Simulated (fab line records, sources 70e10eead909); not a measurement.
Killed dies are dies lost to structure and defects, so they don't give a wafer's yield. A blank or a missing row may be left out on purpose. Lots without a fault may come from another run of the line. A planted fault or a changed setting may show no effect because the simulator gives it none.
fab line records | flow nand_harc | part 2 of 2: steps 25 to 30 of 30
record lots=5 wafers=15 last_day=24
route steps=1159 shown A_STAIRCASE@559
lots that met no fault: from a run of the same line without faults
start_h: hours from the record's first day to the start of the lot's first wafer shown | wait_h: hours since the lot's step before | " the same as in the row above | L1.1+2: a row that stands for several wafers | - no value, or no start given | * or withheld: withheld | < > ~ a bound
route shown NAME@n: a module of which the file shows steps, and the number in the route of the first | usual: mean/standard deviation of fault-free wafers | same: alike in all rows | chamber/n: place in a boat | sites: the reading at each site | _std_site: their standard deviation | _edge_site: outer sites' mean less inner sites' | radius_mm: how far each site lies from the wafer's centre | mask NAME#n: copy n | behind: the tool/chamber that last shaped the wafer | hold: why the lot was held/for how many hours/how that ended | device: the transistor (n, p or np) that didn't switch | end of line: the same wafers' tests at the end of the route | a step without rows: its recipe alone | killed: dies lost to structure and defects at the first sort, not the wafer's yield | map: a wafer's dies, x killed, . not, _ none there
set.NAME: the setting as run; set.NAME@STEP: as run at that earlier step | model.NAME: the simulator's own value behind a step, which no gauge read
lots at some steps of the route; a table a step, a row a wafer
services: from which hour (start_h, from the record's first day; less than 0 if before it) a tool's chamber was out of use, for how many hours, and why
## steps
# step NHARC_A_STAIRCASE_TRIM_191
# recipe time_s=211.2 o2_flow_sccm=500 ar_flow_sccm=0 bias_w=0 chemistry=O2
# usual drypump_motor_current_A=5.9/0.45 oes_product_au=1.006/0.015 rf_vpp_V=57.9/0.84 showerhead_plenum_p_Torr=3.55/0.15 throttle_valve_pct=17.036/0.0096
# columns lot.wafer tool chamber start_h wait_h drypump_motor_current_A oes_product_au rf_hours_counter_h rf_vpp_V showerhead_plenum_p_Torr throttle_valve_pct
L080.4 rie_diel-03 1 - - 5.7 0.999 18 57.5 3.43 17.026
L080.5 " 3 " " 5.6 0.980 - 57.7 3.49 17.030
L080.6 " 0 " " 5.7 1.010 - 58.9 3.60 17.039
L084.2 rie_diel-08 0 - - 6.2 1.022 61 57.7 3.53 17.022
L084.3 " 1 " " 6.1 1.018 63 56.7 3.42 17.030
L084.6 " 0 " " 6.2 1.037 - 58.4 3.53 17.028
L088.2 rie_diel-03 1 - - 5.6 1.002 37 59.0 3.42 17.052
L088.4 " 0 " " 5.7 1.009 39 58.4 3.59 17.035
L088.6 " 2 " " 5.5 1.015 - 57.0 3.61 17.035
L090.4 rie_diel-01 1 - - 5.2 1.004 1 58.2 3.77 17.051
L090.3 " 2 " " 6.3 0.990 1 57.8 3.71 17.021
L090.5 " 0 " " 5.9 1.001 - 58.2 3.81 17.041
L092.2 rie_diel-01 0 - - 5.9 0.999 6 57.4 3.80 17.033
L092.3 " 2 " " 6.3 0.985 5 59.6 3.71 17.035
L092.1 " 3 " " 5.1 0.998 6 59.3 3.67 17.038
# step NHARC_A_STAIRCASE_ETCH_192
# recipe target_depth_a=1000 time_s=40.5 ion_energy_ev=400 c4f8_flow_sccm=20 o2_flow_sccm=10 ar_flow_sccm=withheld rf_w=600 bias_w=1000 chemistry=C4F8/O2
# usual oes_product_au=0.947/0.018 rf_vpp_V=897/5.2
# columns lot.wafer tool chamber start_h wait_h oes_product_au rf_hours_counter_h rf_vpp_V
L080.4 rie_diel-03 1 - - 0.944 18 893
L080.5 " 0 " " 0.944 - 899
L080.6 " 1 " " 0.942 - 892
L084.3 rie_diel-08 0 - - 0.951 61 894
L084.2 " 1 " " 0.951 63 893
L084.6 " 0 " " 0.952 - 897
L088.4 rie_diel-03 1 - - 0.922 37 892
L088.2 " 2 " " 0.933 36 899
L088.6 " 1 " " 0.926 - 893
L090.3 rie_diel-01 2 - - 0.935 1 903
L090.4 " 0 " " 0.944 1 907
L090.5 " 1 " " 0.957 - 905
L092.2 rie_diel-01 2 - - 0.952 5 903
L092.3 " 0 " " 0.931 6 908
L092.1 " 1 " " 0.947 5 905
# step NHARC_A_STAIRCASE_TRIM_193
# recipe time_s=211.2 o2_flow_sccm=500 ar_flow_sccm=0 bias_w=0 chemistry=O2
# usual drypump_motor_current_A=5.9/0.44 oes_product_au=1.005/0.015 rf_vpp_V=58.0/0.95 showerhead_plenum_p_Torr=3.56/0.14 throttle_valve_pct=17.036/0.0095
# columns lot.wafer tool chamber start_h wait_h drypump_motor_current_A oes_product_au rf_hours_counter_h rf_vpp_V showerhead_plenum_p_Torr throttle_valve_pct
L080.4 rie_diel-03 0 - - 5.8 1.010 19 57.9 3.60 17.032
L080.5 " 3 " " 5.6 0.986 - 60.0 3.49 17.037
L080.6 " 0 " " 5.8 1.012 - 56.6 3.60 17.046
L084.3 rie_diel-08 0 - - 6.2 1.034 61 58.4 3.53 17.045
L084.2 " 2 " " 6.3 1.012 61 56.8 3.58 17.034
L084.6 " 0 " " 6.2 1.027 - 58.5 3.53 17.029
L088.4 rie_diel-03 1 - - 5.6 1.012 37 56.6 3.42 17.046
L088.2 " 2 " " 5.5 1.008 36 58.8 3.61 17.027
L088.6 " 2 " " 5.5 1.005 - 58.0 3.61 17.041
L090.4 rie_diel-01 1 - - 5.2 1.002 1 59.0 3.77 17.033
L090.3 " 2 " " 6.4 0.986 1 59.1 3.71 17.050
L090.5 " 0 " " 5.9 0.997 - 59.1 3.81 17.052
L092.3 rie_diel-01 1 - - 5.2 1.007 5 58.5 3.77 17.032
L092.2 " 2 " " 6.3 0.977 5 59.2 3.71 17.034
L092.1 " 3 " " 5.1 0.999 6 60.9 3.67 17.031
# step NHARC_A_STAIRCASE_ETCH_194
# recipe target_depth_a=1000 time_s=40.5 ion_energy_ev=400 c4f8_flow_sccm=20 o2_flow_sccm=10 ar_flow_sccm=withheld rf_w=600 bias_w=1000 chemistry=C4F8/O2
# usual oes_product_au=0.949/0.015 rf_vpp_V=897/5.2
# columns lot.wafer tool chamber start_h wait_h oes_product_au rf_hours_counter_h rf_vpp_V
L080.4 rie_diel-03 1 - - 0.962 19 893
L080.5 " 1 " " 0.963 - 893
L080.6 " 2 " " 0.977 - 899
L084.3 rie_diel-08 3 - - 0.964 59 891
L084.2 " 0 " " 0.964 61 896
L084.6 " 0 " " 0.958 - 897
L088.4 rie_diel-03 1 - - 0.943 37 892
L088.2 " 3 " " 0.930 38 895
L088.6 " 0 " " 0.942 - 898
L090.4 rie_diel-01 3 - - 0.929 1 901
L090.3 " 0 " " 0.938 1 905
L090.5 " 2 " " 0.939 - 903
L092.1 rie_diel-01 0 - - 0.928 6 907
L092.3 " 1 " " 0.928 5 905
L092.2 " 3 " " 0.940 6 901
# step NHARC_A_STAIRCASE_TRIM_196
# recipe time_s=211.2 o2_flow_sccm=500 ar_flow_sccm=0 bias_w=0 chemistry=O2
# usual drypump_motor_current_A=6.0/0.47 oes_product_au=1.006/0.015 rf_vpp_V=57.8/0.87 showerhead_plenum_p_Torr=3.55/0.15 throttle_valve_pct=17.037/0.0083
# columns lot.wafer tool chamber start_h wait_h drypump_motor_current_A oes_product_au rf_hours_counter_h rf_vpp_V showerhead_plenum_p_Torr throttle_valve_pct
L080.4 rie_diel-01 1 282.27 0.1 5.2 0.989 46 58.5 3.78 17.037
L080.6 " 2 " " 6.3 0.971 - 58.2 3.72 17.032
L080.5 " 3 " " 5.1 0.993 - 57.3 3.68 17.043
L084.2 rie_diel-08 2 297.37 0.1 6.3 1.004 61 58.5 3.58 17.043
L084.3 " 3 " " 6.5 1.030 59 57.4 3.37 17.040
L084.6 " 3 " " 6.5 1.024 - 57.0 3.37 17.047
L088.4 rie_diel-08 1 327.78 0.1 6.0 1.000 9 57.5 3.42 17.028
L088.2 " 2 " " 6.3 1.017 8 56.8 3.58 17.041
L088.6 " 0 " " 6.2 1.024 - 57.3 3.52 17.032
L090.3 rie_diel-01 0 336.71 0.1 5.9 0.999 1 57.9 3.81 17.037
L090.4 " 1 " " 5.2 1.003 1 57.3 3.77 17.052
L090.5 " 0 " " 5.9 0.993 - 56.9 3.81 17.027
L092.2 rie_diel-08 0 351.09 0.1 6.2 1.018 14 57.6 3.52 17.030
L092.1 " 1 " " 6.1 0.991 16 57.7 3.41 17.055
L092.3 " 3 " " 6.5 1.026 14 56.8 3.36 17.043
# step NHARC_A_STAIRCASE_ETCH_197
# recipe target_depth_a=1000 time_s=40.5 ion_energy_ev=400 c4f8_flow_sccm=20 o2_flow_sccm=10 ar_flow_sccm=withheld rf_w=600 bias_w=1000 chemistry=C4F8/O2
# usual oes_product_au=0.952/0.019 rf_vpp_V=896/5.7
# columns lot.wafer tool chamber start_h wait_h oes_product_au rf_hours_counter_h rf_vpp_V
L080.4 rie_diel-01 0 - - 0.932 45 887
L080.6 " 0 " " 0.917 - 887
L080.5 " 1 " " 0.914 - 905
L084.3 rie_diel-08 3 - - 0.973 59 890
L084.2 " 0 " " 0.982 61 896
L084.6 " 0 " " 0.964 - 896
L088.4 rie_diel-08 1 - - 0.951 9 891
L088.2 " 2 " " 0.973 8 899
L088.6 " 0 " " 0.969 - 895
L090.3 rie_diel-01 0 - - 0.933 1 906
L090.4 " 1 " " 0.943 1 904
L090.5 " 0 " " 0.932 - 905
L092.1 rie_diel-08 3 - - 1.004 14 890
L092.3 " 1 " " 0.965 16 891
L092.2 " 2 " " 1.004 16 897
## services
# columns tool chamber start_h hours kind
rie_diel-08 0 256.77 - clean
rie_diel-08 1 256.77 - clean
rie_diel-08 2 256.77 - clean
rie_diel-08 3 256.77 - clean
rie_diel-01 0 264.34 4.4 repair
rie_diel-08 3 265.31 3.5 repair
krf_scanner-03 - 268.39 4.7 repair
wet_bench-07 - 272.00 8.0 pm
plasma_asher-01 - 277.00 9.0 pm
rie_diel-08 0 281.27 - clean
rie_diel-08 1 281.27 - clean
rie_diel-08 2 281.27 - clean
rie_diel-08 3 281.27 - clean
krf_scanner-04 - 298.00 4.0 pm
rie_diel-08 - 301.80 9.0 pm
rie_diel-08 0 301.80 9.0 vent_cycle
rie_diel-08 1 301.80 9.0 vent_cycle
rie_diel-08 2 301.80 9.0 vent_cycle
rie_diel-08 3 301.80 9.0 vent_cycle
krf_scanner-03 - 302.21 0.6 repair
wet_bench-03 - 322.40 8.0 pm
rie_diel-01 - 323.45 9.0 pm
litho_track-02 - 340.00 7.0 pm
krf_scanner-03 - 340.01 4.0 pm
